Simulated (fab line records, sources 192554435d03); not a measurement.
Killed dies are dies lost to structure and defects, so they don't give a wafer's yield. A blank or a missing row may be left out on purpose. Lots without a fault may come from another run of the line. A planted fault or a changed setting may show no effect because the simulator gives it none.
fab line records | flow n5_finfet | part 2 of 2: steps 30 to 34 of 34
record lots=5 wafers=15 last_day=18
route steps=1938 shown MOL_CONTACT_COAG@544
lots that met no fault: from a run of the same line without faults
start_h: hours from the record's first day to the start of the lot's first wafer shown | wait_h: hours since the lot's step before | " the same as in the row above | L1.1+2: a row that stands for several wafers | - no value, or no start given | * or withheld: withheld | < > ~ a bound
route shown NAME@n: a module of which the file shows steps, and the number in the route of the first | usual: mean/standard deviation of fault-free wafers | same: alike in all rows | chamber/n: place in a boat | sites: the reading at each site | _std_site: their standard deviation | _edge_site: outer sites' mean less inner sites' | radius_mm: how far each site lies from the wafer's centre | mask NAME#n: copy n | behind: the tool/chamber that last shaped the wafer | hold: why the lot was held/for how many hours/how that ended | device: the transistor (n, p or np) that didn't switch | end of line: the same wafers' tests at the end of the route | a step without rows: its recipe alone | killed: dies lost to structure and defects at the first sort, not the wafer's yield | map: a wafer's dies, x killed, . not, _ none there
set.NAME: the setting as run; set.NAME@STEP: as run at that earlier step | model.NAME: the simulator's own value behind a step, which no gauge read
lots at some steps of the route; a table a step, a row a wafer
services: from which hour (start_h, from the record's first day; less than 0 if before it) a tool's chamber was out of use, for how many hours, and why
## steps
# step N5_MOL_CONTACT_COAG_INSPECT_57
# recipe mode=adi inspect_instrument=brightfield
# usual raw_defect_count=209/59
# columns lot.wafer tool chamber start_h wait_h raw_defect_count
L085.1 defect_inspect-02 - 172.42 0.1 205
L085.3 " - " " 163
L085.5 " - " " 160
L088.1 defect_inspect-02 - 184.71 0.1 282
L088.3 " - " " 246
L088.4 " - " " 213
L089.1 defect_inspect-01 - 192.68 0.1 135
L089.2 " - " " 147
L089.6 " - " " 112
L090.1 defect_inspect-02 - 194.28 0.1 263
L090.5 " - " " 265
L090.6 " - " " 199
L097.1 defect_inspect-02 - 237.92 0.1 242
L097.2 " - " " 187
L097.3 " - " " 279
# step N5_MOL_CONTACT_COAG_DESCUM_88
# recipe chemistry=O2 time_s=7 source_power_w=50 bias_power_w=20 pressure_mtorr=20 rf_frequency_hz=2.712e+07 temp_c=40 resist=CAR-EUV o2_flow_sccm=225
# usual drypump_motor_current_A=5.5/0.38 o2_flow_sccm=225.1/0.6 oes_product_au=0.77/0.086 rf_vpp_V=243.1/1.6 showerhead_plenum_p_Torr=2.08/0.087 throttle_valve_pct=20.35/0.15
# columns lot.wafer tool chamber start_h wait_h drypump_motor_current_A o2_flow_sccm oes_product_au rf_hours_counter_h rf_vpp_V showerhead_plenum_p_Torr throttle_valve_pct
L085.1 rie_diel-04 2 172.53 0.1 4.8 225.3 0.89 40 242.8 2.05 20.37
L085.3 " 3 " " 5.6 225.8 0.71 192 241.4 1.97 20.30
L085.5 " 1 " " 5.3 226.0 0.71 - 244.7 2.15 20.54
L088.1 rie_diel-04 0 184.77 0.1 5.9 224.9 0.70 198 240.8 1.97 20.49
L088.3 " 2 " " 4.8 224.3 0.89 43 242.3 2.05 20.38
L088.4 " 3 " " 5.7 224.7 0.70 195 242.3 1.97 20.30
L089.1 rie_diel-05 2 192.85 0.2 5.9 225.5 0.70 201 244.9 2.18 20.44
L089.2 " 3 " " 5.7 224.9 0.90 21 244.9 2.21 20.18
L089.6 " 1 " " 5.5 226.1 0.73 - 241.1 1.97 20.37
L090.1 rie_diel-02 0 194.32 0.0 5.7 224.1 0.71 203 242.0 1.98 20.42
L090.5 " 0 " " 5.7 225.1 0.71 - 240.9 1.98 20.42
L090.6 " 1 " " 5.0 225.3 0.87 - 244.6 2.15 20.24
L097.1 rie_diel-04 0 239.22 1.3 5.9 224.5 0.69 213 241.3 1.97 20.51
L097.2 " 3 " " 5.7 224.6 0.69 211 242.5 1.97 20.31
L097.3 " 1 " " 5.3 224.2 0.70 232 244.3 2.14 20.58
# step N5_MOL_CONTACT_COAG_ETCH_89
# recipe chemistry=N2/H2 target=underlayer target_depth_a=130 mask_material=CAR-EUV time_s=10.4 ion_energy_ev=200 pressure_mtorr=30 source_w=840 bias_w=150 n2_flow_sccm=200 h2_flow_sccm=200 ends=cleared
# usual drypump_motor_current_A=5.5/0.38 etch_rf_on_time_s=10.49/0.15 oes_product_au=0.66/0.07 rf_vpp_V=523.8/2.9 showerhead_plenum_p_Torr=2.54/0.099 throttle_valve_pct=17.83/0.22
# columns lot.wafer tool chamber start_h wait_h drypump_motor_current_A etch_rf_on_time_s oes_product_au rf_hours_counter_h rf_vpp_V showerhead_plenum_p_Torr throttle_valve_pct
L085.1 rie_diel-04 2 172.57 0.0 4.8 10.49 0.75 40 521.7 2.47 17.62
L085.3 " 3 " " 5.6 10.68 0.59 192 520.5 2.42 17.88
L085.5 " 1 " " 5.3 10.48 0.61 - 526.1 2.61 17.98
L088.1 rie_diel-04 0 184.81 0.0 5.9 10.49 0.60 198 519.7 2.42 18.06
L088.3 " 2 " " 4.8 10.31 0.75 43 523.0 2.47 17.61
L088.4 " 3 " " 5.6 10.63 0.60 195 519.9 2.42 17.89
L089.1 rie_diel-05 2 192.88 0.0 5.9 10.54 0.61 201 525.2 2.63 17.90
L089.2 " 3 " " 5.7 10.63 0.75 21 529.3 2.71 17.70
L089.6 " 1 " " 5.5 10.55 0.62 - 519.4 2.42 18.04
L090.1 rie_diel-02 0 194.35 0.0 5.7 10.65 0.59 203 520.8 2.44 18.15
L090.5 " 0 " " 5.7 10.59 0.60 - 521.9 2.44 18.15
L090.6 " 1 " " 4.9 10.46 0.74 - 526.9 2.59 17.49
L097.1 rie_diel-04 0 239.25 0.0 5.9 10.49 0.58 213 519.0 2.41 18.05
L097.2 " 3 " " 5.7 10.67 0.59 211 519.6 2.41 17.90
L097.3 " 1 " " 5.3 10.37 0.60 232 525.7 2.60 18.00
# step N5_MOL_CONTACT_COAG_ETCH_90
# recipe chemistry=CF4 target=SiARC target_depth_a=130 mask_material=CAR-EUV time_s=21.7 ion_energy_ev=80 pressure_mtorr=40 source_w=545 bias_w=36 Ar_flow_sccm=100 cf4_flow_sccm=100 ends=cleared
# usual drypump_motor_current_A=5.5/0.38 etch_rf_on_time_s=21.9/0.36 oes_product_au=0.66/0.071 rf_vpp_V=184.0/1.3 showerhead_plenum_p_Torr=2.14/0.08 throttle_valve_pct=15.61/0.2
# columns lot.wafer tool chamber start_h wait_h drypump_motor_current_A etch_rf_on_time_s oes_product_au rf_hours_counter_h rf_vpp_V showerhead_plenum_p_Torr throttle_valve_pct
L085.1 rie_diel-04 2 172.59 0.0 4.8 21.6 0.76 40 183.4 2.09 15.47
L085.3 " 3 " " 5.6 22.3 0.59 192 183.2 2.04 15.67
L085.5 " 1 " " 5.3 21.7 0.60 - 184.6 2.21 15.86
L088.1 rie_diel-04 0 184.83 0.0 5.9 22.0 0.60 198 182.1 2.05 15.84
L088.3 " 2 " " 4.8 21.7 0.75 43 183.2 2.09 15.47
L088.4 " 3 " " 5.6 22.3 0.59 195 181.9 2.04 15.65
L089.1 rie_diel-05 2 192.90 0.0 5.9 21.6 0.61 201 186.4 2.21 15.61
L089.2 " 3 " " 5.7 22.2 0.76 21 186.9 2.27 15.41
L089.6 " 1 " " 5.5 22.0 0.62 - 181.7 2.06 15.79
L090.1 rie_diel-02 0 194.37 0.0 5.7 22.2 0.60 203 183.1 2.04 15.66
L090.5 " 0 " " 5.7 22.2 0.60 - 184.1 2.04 15.69
L090.6 " 1 " " 5.0 21.5 0.75 - 185.1 2.19 15.34
L097.1 rie_diel-04 0 239.27 0.0 5.9 22.5 0.58 213 183.3 2.04 15.86
L097.2 " 3 " " 5.6 22.6 0.58 211 183.6 2.03 15.70
L097.3 " 1 " " 5.3 21.9 0.59 232 186.5 2.20 15.90
# step N5_MOL_CONTACT_COAG_ALD_131
# recipe material=SiO2 target_thk_a=50 temp_c=100 ald_precursor_family=BDEAS ald_co_reactant=O2-plasma pulse_time_s=1 co_reactant_pulse_time_s=1 purge_time_s=2 co_reactant_purge_time_s=2 ald_cycles=35 pressure_torr=2
# usual heater_power_w=81/8.4 precursor_pulse_height_rel=0.998/0.02
# columns lot.wafer tool chamber start_h wait_h heater_power_w precursor_pulse_height_rel
L085.1 ald_sin-01 3 173.05 0.4 80 1.023
L085.3 " 1 " " 79 0.961
L085.5 " 2 " " 98 1.022
L088.1 ald_sin-03 1 184.98 0.1 85 0.982
L088.3 " 3 " " 82 0.985
L088.4 " 2 " " 80 1.010
L089.1 ald_sin-03 0 193.20 0.3 88 1.011
L089.2 " 1 " " 87 0.982
L089.6 " 2 " " 83 0.994
L090.1 ald_sin-03 2 194.53 0.1 81 1.020
L090.5 " 2 " " 82 1.011
L090.6 " 3 " " 82 0.954
L097.1 ald_sin-02 1 239.35 0.1 74 0.987
L097.2 " 0 " " 83 0.994
L097.3 " 2 " " 69 0.970
## services
# columns tool chamber start_h hours kind
cmp-04 - 141.18 2.3 repair
rie_diel-04 3 144.48 1.3 repair
euv_scanner-01 - 145.52 1.0 pm
pvd_sputter-03 - 150.18 7.7 repair
pecvd-01 1 151.00 6.7 repair
euv_scanner-02 - 154.26 1.0 pm
rie_diel-04 1 165.57 6.6 repair
cmp-03 - 166.05 3.6 pm
rie_diel-02 1 169.13 2.1 repair
ald_metal-03 2 184.91 2.0 repair
ald_sin-01 0 191.01 13.1 repair
euv_scanner-02 - 195.97 4.6 repair
cmp-04 - 203.67 4.3 repair
pecvd-01 2 209.43 19.8 repair
euv_scanner-02 - 210.41 1.0 pm
rie_diel-04 - 212.45 14.6 pm
rie_diel-05 0 213.96 11.5 repair
cmp-03 - 226.34 4.0 pm
cmp-02 - 226.72 6.0 repair
rie_diel-05 - 227.23 15.6 pm
pecvd-01 - 229.78 28.1 pm
ald_sin-02 2 233.65 4.0 repair
ald_sin-02 1 235.35 1.4 repair
ald_sin-01 1 238.70 24.6 repair
